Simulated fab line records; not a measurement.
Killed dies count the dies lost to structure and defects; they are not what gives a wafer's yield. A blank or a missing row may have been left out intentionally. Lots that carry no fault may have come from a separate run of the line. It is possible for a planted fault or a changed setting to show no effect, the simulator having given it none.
Matching of chambers / flow n5Finfet / rieDiel-05 running N5_BEOL_M6_STRIP_67: 4 sister chambers
The step strips in CF4. 8 wafers are shown with their chamber, then 11 later ones without.

## EACH WAFER AND ITS CHAMBER
wafer=L081.5; chamber=3; drypumpMotorCurrentA (A)=4.9; throttleValvePct (%)=13.06
wafer=L082.4; chamber=3; drypumpMotorCurrentA (A)=4.9; throttleValvePct (%)=13.04
wafer=L082.5; chamber=2; drypumpMotorCurrentA (A)=6.6; throttleValvePct (%)=13.80
wafer=L083.5; chamber=1; drypumpMotorCurrentA (A)=6.3; throttleValvePct (%)=13.44
wafer=L086.1; chamber=0; drypumpMotorCurrentA (A)=6.0; throttleValvePct (%)=13.50
wafer=L086.3; chamber=2; drypumpMotorCurrentA (A)=6.6; throttleValvePct (%)=13.81
wafer=L086.5; chamber=0; drypumpMotorCurrentA (A)=6.0; throttleValvePct (%)=13.50
wafer=L090.2; chamber=1; drypumpMotorCurrentA (A)=6.4; throttleValvePct (%)=13.49

## WAFERS MISSING THEIR CHAMBER
wafer=L090.3; drypumpMotorCurrentA (A)=4.9; throttleValvePct (%)=13.11
wafer=L090.5; drypumpMotorCurrentA (A)=6.4; throttleValvePct (%)=13.47
wafer=L088.1; drypumpMotorCurrentA (A)=4.9; throttleValvePct (%)=13.09
wafer=L088.3; drypumpMotorCurrentA (A)=6.3; throttleValvePct (%)=13.48
wafer=L088.4; drypumpMotorCurrentA (A)=6.6; throttleValvePct (%)=13.85
wafer=L094.1; drypumpMotorCurrentA (A)=6.4; throttleValvePct (%)=13.49
wafer=L094.5; drypumpMotorCurrentA (A)=6.3; throttleValvePct (%)=13.49
wafer=L094.6; drypumpMotorCurrentA (A)=6.0; throttleValvePct (%)=13.54
wafer=L097.3; drypumpMotorCurrentA (A)=6.4; throttleValvePct (%)=13.54
wafer=L097.5; drypumpMotorCurrentA (A)=4.9; throttleValvePct (%)=13.13
wafer=L097.6; drypumpMotorCurrentA (A)=6.0; throttleValvePct (%)=13.56

## EACH ONE'S CHAMBER
wafer=L090.3; from the rows above=3; in truth=3
wafer=L090.5; from the rows above=1; in truth=1
wafer=L088.1; from the rows above=3; in truth=3
wafer=L088.3; from the rows above=1; in truth=1
wafer=L088.4; from the rows above=2; in truth=2
wafer=L094.1; from the rows above=1; in truth=1
wafer=L094.5; from the rows above=1; in truth=1
wafer=L094.6; from the rows above=0; in truth=0
wafer=L097.3; from the rows above=1; in truth=1
wafer=L097.5; from the rows above=3; in truth=3
wafer=L097.6; from the rows above=0; in truth=0
Placed correctly: 11 of 11. From these rows, 0 cannot be placed. 0 placed wrongly.
How it was worked out, from the rows above alone: a wafer's distance from a chamber is the root of the sum, over the readings, of the square of ((its reading less the chamber's mean) divided by the reading's scatter). The wafer belongs to the nearest chamber; if the next one is less than 2 further off, it can't be placed. The mean given for a chamber averages the wafers shown for that chamber. The scatter is the square root of a quotient: the sum, over the shown wafers, of each reading's squared deviation from its chamber's mean, divided by wafers minus chambers.
